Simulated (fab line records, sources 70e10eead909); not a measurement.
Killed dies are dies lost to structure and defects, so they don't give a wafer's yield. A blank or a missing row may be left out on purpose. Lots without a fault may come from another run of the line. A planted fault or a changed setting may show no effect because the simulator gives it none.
A struck lot beside a sound one | flow nand_harc | 14 steps out of a route of 1302
Sound: wafers L798.1, L798.4, L798.5. Struck: wafers L793.3, L793.4, L793.5. The cause comes at the end.
At each step with rows: each side's tool, then ch and its chambers, then its first start. Under that, the readings that differ: sound wafers | struck wafers | difference of the means | sigmas: that difference in standard deviations of wafers without a fault.
alike: readings whose means differ by less than 2 such deviations, and words and numbers that are the same on both sides. not compared: withheld readings, readings that some wafer has no value for, bounds like >300 that may hide the same value, and numbers for which the record gives no deviation and whose values overlap.
The two part at a step that has a row with sigmas, a row that says differs or no value, or rows on one side only. Numbers that don't overlap but have no deviation are shown without sigmas and don't part them. A reading that every wafer of one side lacks parts them only if that side has two wafers or more.

NHARC_A_DECK1_JOINT_ETCHBACK_00: etches the open film in HBr, target depth 30 nm, time 17.4 s.
  sound on rie_si-01 ch 1,2,3, day 18 04:33; struck on rie_si-01 ch 0,1,3, day 15 20:30
  alike: drypump_motor_current_A, he_backside_leak_sccm, oes_product_au, throttle_valve_pct
  not compared: rf_hours_counter_h
then, 8 steps without rows for these wafers: NHARC_A_DECK1_JOINT_PRECLEAN_30 (cleans in SC1); NHARC_A_DECK1_JOINT_SRD_31; NHARC_A_DECK1_JOINT_CVD_34 (deposits SiNx, target thk 20 nm); NHARC_A_DECK1_JOINT_DEP_06 (deposits SiOx, target thk 80 nm); NHARC_A_DECK1_JOINT_CURE_26 (time 32 s); NHARC_A_DECK1_JOINT_ANNEAL_27 (time 3600 s); NHARC_A_DECK1_JOINT_ANNEAL_28 (time 1800 s); NHARC_A_DECK1_JOINT_ANNEAL_29 (time 1800 s).
NHARC_A_DECK1_JOINT_CMP_02: polishes SiOx.
  sound on cmp-04 ch 0,2,3, day 19 01:04; struck on cmp-03 ch 2,3, day 16 18:21
  alike: motor_current_A, retaining_ring_pressure_frac
  not compared: pad_life_wafers
then, 1 step without rows for these wafers: NHARC_A_DECK1_JOINT_SRD_15.
NHARC_A_DECK1_JOINT_DEP_16: deposits SiO2, target thk 45 nm.
  sound on pecvd-02 ch 0,1,2, day 19 01:28; struck on pecvd-04 ch 1,2, day 16 18:55
  reading            | sound             | struck               | difference | sigmas
  rf_fwd_power_W (W) | 904.1 895.3 896.0 | 1002.3 1006.0 1007.5 | +106.8     | +37
  alike: heater_power_w, throttle_valve_pct
NHARC_A_DECK1_JOINT_THK_MEAS_17: measures by ellipsometry.
  sound on film_metro-01, day 19 01:43; struck on film_metro-01, day 16 19:10
  alike: thk_nm
-- the record jumps here: 12 days lie between the struck wafers' starts before and after (it left off in module A_DECK1_JOINT and takes up again in module END, whose first step shown is number 1302 of the route) --
NHARC_END_SORT_01:
  sound on prober-01 ch 0, day 30 12:16; struck on prober-02 ch 0, day 28 23:49
  alike: killed_at_array, killed_at_other, killed_at_periphery, killed_dies, killed_open, killed_short

WHERE THEY PART
Only at NHARC_A_DECK1_JOINT_DEP_16, within this record. Later steps at which nothing parts them and some readings are alike: NHARC_A_DECK1_JOINT_THK_MEAS_17, NHARC_END_SORT_01.

WHY: what the simulator had put in
Process parameter drift: pecvd-04, from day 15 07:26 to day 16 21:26, at NHARC_A_DECK1_JOINT_DEP_16. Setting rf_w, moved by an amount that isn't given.
